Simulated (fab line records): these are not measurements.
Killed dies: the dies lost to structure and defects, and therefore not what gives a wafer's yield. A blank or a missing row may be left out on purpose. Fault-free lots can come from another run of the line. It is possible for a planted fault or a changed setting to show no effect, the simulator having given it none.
Chamber matching -- flow nand harc -- NHARC_A_CONTACT_ETCH_75 on rie diel-03 has 4 sister chambers
The step etches the open film in CF4, target depth 39 nm, time 65 s. 4 wafers are shown with their chamber, then 7 later ones without.

## WAFERS WITH THEIR CHAMBER
wafer,chamber,showerhead plenum p Torr (Torr)
L080.2,2,1.65
L080.4,1,1.80
L087.1,0,1.69
L087.4,3,1.88

## WAFERS MISSING THEIR CHAMBER
wafer,showerhead plenum p Torr (Torr)
L087.6,1.69
L091.1,1.87
L091.3,1.69
L091.5,1.69
L096.2,1.87
L096.3,1.68
L096.5,1.79

## WHICH CHAMBER EACH ONE RAN IN
wafer,from the rows above,in truth
L087.6,0,0
L091.1,3,3
L091.3,0,0
L091.5,0,0
L096.2,3,3
L096.3,0,0
L096.5,1,1
Correct placement for 7 of the 7. From these rows, 0 cannot be placed. Number placed wrongly: 0.
How it was worked out, from the rows above alone: a wafer's distance from a chamber is the root of the sum, over the readings, of the square of ((its reading less the chamber's mean) divided by the reading's scatter). If the next closest chamber is less than 2 further off than the closest, the wafer can't be placed; otherwise it belongs to the closest. The mean given for a chamber averages the wafers shown for that chamber. The scatter (one wafer shown for each chamber): square how far every hidden wafer sits from the nearest shown wafer, average those squares and take the square root.
